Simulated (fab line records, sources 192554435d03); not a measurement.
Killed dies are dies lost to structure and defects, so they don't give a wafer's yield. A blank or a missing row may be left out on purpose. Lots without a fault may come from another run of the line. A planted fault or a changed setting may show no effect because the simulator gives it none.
fab line records | flow n5_finfet
record lots=4 wafers=12 last_day=17
route steps=1938 shown MOL_CONTACT_COAG@612 BEOL_M0_SAQP@632 PASSIVATION@1936
lots that met no fault: from a run of the same line without faults
start_h: hours from the record's first day to the start of the lot's first wafer shown | wait_h: hours since the lot's step before | " the same as in the row above | L1.1+2: a row that stands for several wafers | - no value, or no start given | * or withheld: withheld | < > ~ a bound
route shown NAME@n: a module of which the file shows steps, and the number in the route of the first | usual: mean/standard deviation of fault-free wafers | same: alike in all rows | chamber/n: place in a boat | sites: the reading at each site | _std_site: their standard deviation | _edge_site: outer sites' mean less inner sites' | radius_mm: how far each site lies from the wafer's centre | mask NAME#n: copy n | behind: the tool/chamber that last shaped the wafer | hold: why the lot was held/for how many hours/how that ended | device: the transistor (n, p or np) that didn't switch | end of line: the same wafers' tests at the end of the route | a step without rows: its recipe alone | killed: dies lost to structure and defects at the first sort, not the wafer's yield | map: a wafer's dies, x killed, . not, _ none there
set.NAME: the setting as run; set.NAME@STEP: as run at that earlier step | model.NAME: the simulator's own value behind a step, which no gauge read
lots at some steps of the route; a table a step, a row a wafer
services: from which hour (start_h, from the record's first day; less than 0 if before it) a tool's chamber was out of use, for how many hours, and why
## steps
# step N5_MOL_CONTACT_COAG_STRIP_69
# recipe chemistry=N2/H2 temp_c=40 n2_flow_sccm=200 h2_flow_sccm=200 rf_frequency_hz=6e+07
# step N5_MOL_CONTACT_COAG_ETCHBACK_136
# recipe chemistry=CHF3 target=SiO2 target_depth_a=250 time_s=16.7 ion_energy_ev=200 pressure_mtorr=30 source_w=610 bias_w=170 Ar_flow_sccm=200 CHF3_flow_sccm=50
# step N5_MOL_CONTACT_COAG_STRIP_120
# recipe chemistry=CHF3 resist=SiARC rf_frequency_hz=6e+07
# step N5_MOL_CONTACT_COAG_VIA_ETCH_117
# recipe chemistry=C4F6/O2 target_depth_a=400 overetch_a=80 mask_material=SOC target=SiO2 bias_w=455 pressure_mtorr=10 time_s=26 source_w=325 Ar_flow_sccm=300 C4F6_flow_sccm=10 O2_flow_sccm=10 ion_energy_ev=575.3 ends=end_point
# step N5_MOL_CONTACT_COAG_ETCH_124
# recipe chemistry=CH3F/O2 target=SiNx target_depth_a=65 mask_material=SOC stop_on=SiOC over_etch_frac=0.3 ion_energy_ev=120 pressure_mtorr=30 source_w=395 bias_w=73 Ar_flow_sccm=150 CH3F_flow_sccm=30 O2_flow_sccm=20 ends=end_point
# step N5_MOL_CONTACT_COAG_ETCH_48
# recipe chemistry=C4F6/O2 target_depth_a=150 overetch_a=45 mask_material=SOC target=SiOC bias_w=465 pressure_mtorr=10 time_s=17 source_w=335 Ar_flow_sccm=300 C4F6_flow_sccm=10 O2_flow_sccm=10 ion_energy_ev=576
# step N5_MOL_CONTACT_COAG_STRIP_72
# recipe chemistry=N2/H2 power_w=450 temp_c=40 pressure_mtorr=20 rf_frequency_hz=6e+07 overash_fraction=3 bias_power_w=7 h2_frac=0.5 n2_flow_sccm=200 h2_flow_sccm=200
# step N5_MOL_CONTACT_COAG_STRIP_49
# recipe chemistry=N2/H2 time_s=30 power_w=1000 temp_c=250 pressure_mtorr=withheld n2_flow_sccm=1750 h2_flow_sccm=3250
# step N5_MOL_CONTACT_COAG_PRECLEAN_138
# recipe chemistry=alkaline_clean temp_c=60 time_s=60 do_ppb=50
# step N5_MOL_CONTACT_COAG_SRD_139
# recipe dry=ipa_marangoni time_s=30 temp_c=23 rinse_liquid=diw
# step N5_MOL_CONTACT_COAG_PRE_CLEAN_121
# recipe gas=H2/He time_s=* temp_c=withheld
# step N5_MOL_CONTACT_COAG_CVD_140
# recipe material=W target_thk_a=665 mode=selective_fill temp_c=300 time_s=215
# usual heater_power_w=447/17
# columns lot.wafer tool chamber start_h wait_h heater_power_w
L678.1 cvd_w-01 0 144.05 0.1 417
L678.5 " 1 " " 477
L678.6 " 0 " " 430
L681.1 cvd_w-02 0 153.74 0.1 458
L681.2 " 1 " " 452
L681.6 " 1 " " 440
L682.3 cvd_w-02 0 162.03 0.1 437
L682.4 " 1 " " 446
L682.6 " 1 " " 448
L694.2 cvd_w-02 0 234.55 0.1 437
L694.3 " 0 " " 438
L694.6 " 0 " " 449
# step N5_MOL_CONTACT_COAG_PRECLEAN_127
# recipe chemistry=DIW time_s=57.5 temp_c=23
# step N5_MOL_CONTACT_COAG_SRD_128
# recipe dry_time_s=32 dry=n2_spin spin_rpm=1500
# step N5_MOL_CONTACT_COAG_CMP_52
# recipe stop_on=SiO2 t_overpolish_s=1.5 post_cmp_clean=w_dilute_nh4oh down_force_psi=4 platen_rpm=50.289 pad_velocity_m_s=1.0006 target_thk_nm=66.5
# step N5_MOL_CONTACT_COAG_ANNEAL_112
# recipe temp_c=400 time_s=1800 ambient=HPD2 pressure_atm=10
# step N5_BEOL_M0_SAQP_PECVD_00
# recipe material=SiCN target_thk_a=80 temp_c=withheld precursor=3MS/NH3 pressure_torr=3 rf_w=202 time_s=14
# step N5_BEOL_M0_SAQP_ILD_DEP_01
# recipe material=SiOC target_thk_a=454.19 temp_c=350 precursor=DEMS/O2 pressure_torr=5 rf_w=500 time_s=8.7
# step N5_BEOL_M0_SAQP_HM_DEP_02
# recipe material=TiN target_thk_a=120 temp_c=25 chamber_pressure_pa=0.49996
# step N5_BEOL_M0_SAQP_PECVD_03
# recipe material=SiCN target_thk_a=120 temp_c=withheld precursor=3MS/NH3 pressure_torr=3 rf_w=202 time_s=21.1
# step N5_BEOL_M0_SAQP_PECVD_96
# recipe material=a-Si target_thk_a=450 temp_c=350 precursor=SiH4/He pressure_torr=3 rf_w=100 time_s=45.2
# step N5_BEOL_M0_SAQP_PECVD_97
# recipe material=SiNx target_thk_a=230 temp_c=350 precursor=SiH4/NH3/N2 pressure_torr=1.5 rf_w=300 time_s=19.9
# step N5_BEOL_M0_SAQP_PECVD_04
# recipe material=a-Si target_thk_a=600 temp_c=350 precursor=SiH4/He pressure_torr=3 rf_w=100 time_s=60.2
# step N5_BEOL_M0_SAQP_HM_DEP_111
# recipe material=SiO2 target_thk_a=120 temp_c=400 precursor=SiH4/N2O pressure_torr=0.75 rf_w=275 time_s=7.2
# step N5_BEOL_M0_SAQP_COAT_81
# recipe resist=SOC temp_c=250 time_s=60 spin_rpm=1500 resist_thk_nm=100
# step N5_BEOL_M0_SAQP_COAT_82
# recipe resist=SiARC temp_c=220 time_s=60 spin_rpm=1500 resist_thk_nm=30
# step N5_BEOL_M0_SAQP_COAT_08
# recipe resist=CAR-ArF spin_rpm=1500 resist_thk_nm=90
# step N5_BEOL_M0_SAQP_EBR_10
# recipe solvent=PGMEA ebr_width_mm=1.5
# step N5_BEOL_M0_SAQP_SOFTBAKE_09
# recipe temp_c=110 time_s=60 resist=CAR-ArF
# step N5_BEOL_M0_SAQP_EXPOSE_11
# recipe mask_id=M0_CORE na=1.35 source_shape=dipole sigma_inner=0.538 sigma_outer=0.738 polarization=te target_cd_nm=42 dose_mj=55
# step N5_BEOL_M0_SAQP_PEB_12
# recipe peb_temp_c=withheld peb_time_s=60 resist=CAR-ArF
# step N5_BEOL_M0_SAQP_DEVELOP_13
# recipe develop_time_s=30 developer=TMAH resist=CAR-ArF dev_temp_c=23 rinse_liquid=diw dry=air_spin
# step N5_BEOL_M0_SAQP_DESCUM_19
# recipe chemistry=O2 time_s=7.9 source_power_w=50 bias_power_w=20 pressure_mtorr=20 rf_frequency_hz=2.712e+07 temp_c=40 resist=CAR-ArF o2_flow_sccm=225
# step N5_BEOL_M0_SAQP_ETCH_83
# recipe chemistry=CF4 target=SiARC target_depth_a=390 mask_material=CAR-ArF time_s=65 ion_energy_ev=80 pressure_mtorr=40 source_w=545 bias_w=36 Ar_flow_sccm=100 cf4_flow_sccm=100 ends=cleared
# step N5_PASSIVATION_PROBE_49
# usual defect_limited_yield=90.9/1.5 killed_at_M0_to_M3=35/10 killed_at_M4_up=14/5.2 killed_at_contacts=13/7.3 killed_at_front_end=42/12 killed_at_other=3.4/2.5 killed_dies=108/18 killed_on_rim=14/4.2 killed_open=70/13 killed_short=35/8 sort_bin_5_function=5.4/1 sort_bin_6_memory=3.4/0.71 sort_n_pass=1072/18 sort_yield_pct=90.9/1.5
# same gross_dies=1180 killed_at_back_side=0 sort_bin_4_leakage[%]=0 sort_bin_8_speed[%]=0
# columns lot.wafer tool chamber start_h wait_h defect_limited_yield[%] killed_at_M0_to_M3 killed_at_M4_up killed_at_contacts killed_at_front_end killed_at_other killed_dies killed_on_rim killed_open killed_short sort_bin_5_function[%] sort_bin_6_memory[%] sort_n_pass sort_yield_pct[%]
L678.1 prober-01 - 299.88 0.0 90.4 46 24 6 32 5 113 19 73 38 5.8 3.5 1067 90.4
L678.5 prober-01 - 300.08 0.2 90.7 36 16 14 37 7 110 14 69 41 5.3 3.6 1070 90.7
L678.6 prober-01 - 300.13 0.3 91.7 47 10 8 33 0 98 8 65 30 5.2 2.8 1082 91.7
L681.1 prober-01 - 317.48 0.0 78.7 42 13 147 48 1 251 25 71 31 12.5 4.9 929 78.7
L682.3 prober-01 - 338.44 0.1 80.2 27 15 143 49 0 234 26 64 27 11.3 4.9 946 80.2
L682.4 prober-01 - 338.49 0.2 88.6 44 13 6 69 3 135 17 90 44 7.4 3.9 1045 88.6
L682.6 prober-01 - 338.59 0.3 89.7 31 29 10 49 3 122 20 80 42 6.5 3.6 1058 89.7
# killed by level:class
L678.1 BEOL_M0_SAQP:geometric_particle:short=16 BEOL_M0_SAQP:geometric_particle:open=8 BEOL_M4:geometric_particle:open=7 DUMMY_GATE:geometric_particle:open=6 STI_FIN_REVEAL:geometric_particle:open=5 BEOL_M1:geometric_particle:open=5 BEOL_M2:geometric_particle:open=5 BEOL_M5:geometric_particle:open=5
L678.5 MOL_CONTACT_COAG:geometric_particle:open=12 BEOL_M2:geometric_particle:open=9 BEOL_M0_SAQP:geometric_particle:short=8 BEOL_M4:geometric_particle:open=8 FIN_SAQP:geometric_particle:open=7 FIN_SAQP:geometric_particle:short=7 BEOL_M1:geometric_particle:open=6 BEOL_M0_SAQP:geometric_particle:open=6
L678.6 BEOL_M0_SAQP:geometric_particle:open=10 FIN_SAQP:geometric_particle:short=9 BEOL_M0:geometric_particle:open=9 BEOL_M0_SAQP:geometric_particle:short=8 FIN_SAQP:geometric_particle:open=7 MOL_CONTACT_COAG:geometric_particle:open=6 BEOL_M2:geometric_particle:open=6 STI_FIN_REVEAL:geometric_particle:open=5
L681.1 MOL_CONTACT_COAG:unspecified=144 STI_FIN_REVEAL:geometric_particle:open=19 BEOL_M0_SAQP:geometric_particle:open=10 BEOL_M3:geometric_particle:open=10 FIN_SAQP:geometric_particle:open=5 BEOL_M0_SAQP:geometric_particle:short=5 BEOL_M0:geometric_particle:short=5 BEOL_M1:geometric_particle:open=5
L682.3 MOL_CONTACT_COAG:unspecified=142 FIN_SAQP:geometric_particle:open=11 STI_FIN_REVEAL:geometric_particle:open=10 BEOL_M2:geometric_particle:open=8 FIN_SAQP:geometric_particle:short=7 BEOL_M1:geometric_particle:open=7 BEOL_M4:geometric_particle:open=7 STARTING-WAFER:geometric_particle:short=5
L682.4 FIN_SAQP:geometric_particle:open=20 FIN_SAQP:geometric_particle:short=16 STI_FIN_REVEAL:geometric_particle:open=16 BEOL_M2:geometric_particle:open=13 BEOL_M3:geometric_particle:open=7 BEOL_M1:geometric_particle:open=6 BEOL_M0_SAQP:geometric_particle:open=5 MOL_CONTACT_COAG:geometric_particle:open=5
L682.6 BEOL_M4:geometric_particle:open=16 FIN_SAQP:geometric_particle:short=10 STI_FIN_REVEAL:geometric_particle:open=9 BEOL_M0_SAQP:geometric_particle:open=8 BEOL_M1:geometric_particle:open=8 FIN_SAQP:geometric_particle:open=6 MOL_CONTACT_COAG:geometric_particle:open=6 DUMMY_GATE:geometric_particle:open=5
# map L681.1 (x killed, . not)
_________________............________________
______________x......x.....x...._____________
___________.x.........x....x......x__________
__________.x...........x.......x...._________
________...x.....x....x..x......x....._______
_______.........x..............x.......______
______.......x.....x........x..........._____
_____.x.................x...x....x.......____
____..............x....x..................___
___.........x...............x............x.__
___................................x.......__
__.......xx.........x...x.................x._
__...................x....x.x...x..........._
_.....x......................xx..............
_.....xx....x..x.....x.x....x................
_...x.x....................x.........x.......
_............x..............x..............x.
_...x..........xx........x.x...x.............
_........x......x...........x.x..............
_........x..............x....x...............
_..............x...........x................x
__.x.......x........x....xx...x............._
__................xxx...x......x.......x...._
___...x.....xxx....x...xxxx.x...xx.........__
___.......x.....xx.xxxxxxxxx.x.xx...x......__
____.x..........x..xxxxxxxxxxx............___
_____x.........x.xxxxxxxxxxxxx...x....x..____
______..........xxxxxxxxxxxxxxxxx....x.x_____
_______...x.....xxxxxxxxxxxxxxx.x...x..______
________x...xx..xxxxxxxxxxxxxxxx.x..x._______
__________.....xxxxxxxxxxxxxxxxx...._________
___________.......xxxxxxxxxxxx.x...__________
______________....xxxxxxxxxxxxx._____________
_________________...xxxxxx.xx________________
# map L682.3 (x killed, . not)
_________________..x....x.x..________________
______________......x.........x._____________
___________.........x..............__________
__________.........................._________
________...........x.......x.....x...._______
_______..............x...x.............______
______......x...x..........x..x.x.x....._____
_____..................................x.____
____.....x.......x.x...x..........x.......___
___.............x...................x......__
___.....................................x.x__
__.......x....x.............x..............x_
__.......x.................x..............x._
_.....x............x...x..x...x..............
_......x.x...x.x........x......x.............
_..x..............x.........x...............x
_.................x...x............x.........
_........x................x........x....x....
_..............x....................x....x...
_.x..........................................
_..........x.x.........x.....................
__..xx.........x.....x.....x..............x._
__........x........x..xxxx.x.........xx....._
___.............xxx.x.xxx.xxx...x.......x..__
___.............x..xxx.xxxxxx..............__
____.x............xx.xxxxxxxx...x.....x...___
_____...x.......xxxxxxxxxxxxxxx.x.x......____
______..........x.xxxxxxxxxxxx.x........_____
_______.xx.....x.xxxxxxxxxxxxxxxxx...x.______
________......x...xxxxxxxxxxxxxx.x...._______
__________........xxxxxxxxxxxxx....._________
___________...x..xxxxxxxxxxxxxx....__________
______________..xxxxxxxxxxxxxxx._____________
_________________.x..xxxxxxxx________________
## services
# columns tool chamber start_h hours kind
cvd_w-02 - 166.84 4.3 pm
## key
first_sign step=N5_PASSIVATION_PROBE_49 reading=killed_at_contacts direction=up sigmas=18 usual=13 struck=145
effect step=N5_PASSIVATION_PROBE_49 reading=defect_limited_yield direction=down sigmas=7.5 usual=90.9 struck=79.4
more_kills_born_at N5_MOL_CONTACT_COAG_CVD_140@cvd_w-02=286
met_at N5_MOL_CONTACT_COAG_CVD_140
struck_wafers L681.1,L682.3
fault kind=chamber_particle_source tool=cvd_w-02 chamber=0 onset_h=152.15 steps=N5_MOL_CONTACT_COAG_CVD_140 rate_per_visit_cm2=1.7008 end_h=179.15
